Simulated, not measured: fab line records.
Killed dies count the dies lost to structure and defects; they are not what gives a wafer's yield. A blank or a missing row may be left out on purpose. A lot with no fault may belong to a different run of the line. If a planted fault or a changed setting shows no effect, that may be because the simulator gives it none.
Code-filled problem report in 8D (eight disciplines) form + flow n5_finfet + the parts of the form that need people (team, actions taken, sign-off) are left out

## 1. PROBLEM STATEMENT
Mean of bias_w at N5_BEOL_M8_ETCH_62: 141.0 W across 6 wafers in 2 lots; on wafers with no fault it is 150.0 W (standard deviation 0.43). Measured from the usual mean, that is -21 standard deviations.
The step: etches SOC in N2/H2, target depth 110 nm, overetch 22 nm, time 165 s.
Earliest sighting: wafer L631.2 on rie_diel-02 at day 11 02:58. Wafers with a number at this step in the record: 18, from 6 lots. Rule for "out" (also "out of limits"): further than 4 standard deviations from the usual mean. The other wafers with a number count as sound.

## 2. WHAT IT IS, AND WHAT IT ISN'T
| question                    | is                     | is not                                                                                |
|-----------------------------|------------------------|---------------------------------------------------------------------------------------|
| which readings at this step | bias_w, rf_vpp_V       | drypump_motor_current_A, oes_product_au, showerhead_plenum_p_Torr, throttle_valve_pct |
| which lots                  | L631, L632             | L628, L629, L642, L646                                                                |
| which wafers of those lots  | all that have a number | -                                                                                     |
| read on which tools         | rie_diel-02            | rie_diel-04, rie_diel-06                                                              |
| when                        | from day 11 02:58      | up to then (6 sound wafers); but 6 sound wafers of L642, L646 came after              |

## 3. THE SUSPECTS, EACH WITH WHAT RULES IT OUT
Counting: a tool at a process step up to the reading stays a suspect if it ran every lot that is out and no sound lot after the first of them.
- rie_diel-02 at N5_BEOL_M8_DESCUM_16 (chemistry O2, time 7.9 s): kept. It processed each lot that is out, first L631 at day 11 02:52, and no sound lot thereafter; up to then, the last sound lot it processed was L629 at day 10 15:31.
- rie_diel-02 at N5_BEOL_M8_ETCH_61 (etches SiARC in CF4, target depth 45.5 nm, time 75.8 s): kept. It processed each lot that is out, first L631 at day 11 02:55, and no sound lot thereafter; up to then, the last sound lot it processed was L629 at day 10 15:33.
- rie_diel-02 at N5_BEOL_M8_ETCH_62 (etches SOC in N2/H2, target depth 110 nm, overetch 22 nm, time 165 s): kept. It processed each lot that is out, first L631 at day 11 02:58, and no sound lot thereafter; up to then, the last sound lot it processed was L629 at day 10 15:37. Out on those wafers are its own readings of bias_w, rf_vpp_V.
Still standing after the count: rie_diel-02 at N5_BEOL_M8_DESCUM_16, rie_diel-02 at N5_BEOL_M8_ETCH_61, rie_diel-02 at N5_BEOL_M8_ETCH_62.

## 4. THE CAUSE (what the simulator had put in)
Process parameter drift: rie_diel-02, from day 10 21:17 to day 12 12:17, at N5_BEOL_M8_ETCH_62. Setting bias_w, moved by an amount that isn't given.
This tool is one of the 3 suspects left after counting.

## 5. SEQUENCE OF EFFECTS, ordered by route
Each row: a reading whose mean over the struck wafers that have a number lies more than 3 standard deviations from the usual. Scope: only readings with a usual standard deviation given in the record; hours: median across lots of the time from each lot's start at the first step in this table that gives one to its start at this step; sigmas: change in usual standard deviations.
| hours | step               | reading  | usual   | on struck wafers | change | sigmas |
|-------|--------------------|----------|---------|------------------|--------|--------|
| 0     | N5_BEOL_M8_ETCH_62 | bias_w   | 150.0 W | 141.0            | -9.0   | -21    |
| 0     | N5_BEOL_M8_ETCH_62 | rf_vpp_V | 523.4 V | 504.3            | -19.1  | -8.7   |
The process steps in it:
- N5_BEOL_M8_ETCH_62: etches SOC in N2/H2, target depth 110 nm, overetch 22 nm, time 165 s.

## 6. WHAT WOULD HAVE CAUGHT IT SOONER
In this record no reading fell out of limits until day 11 02:58, 6 hours after the fault had begun at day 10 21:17.
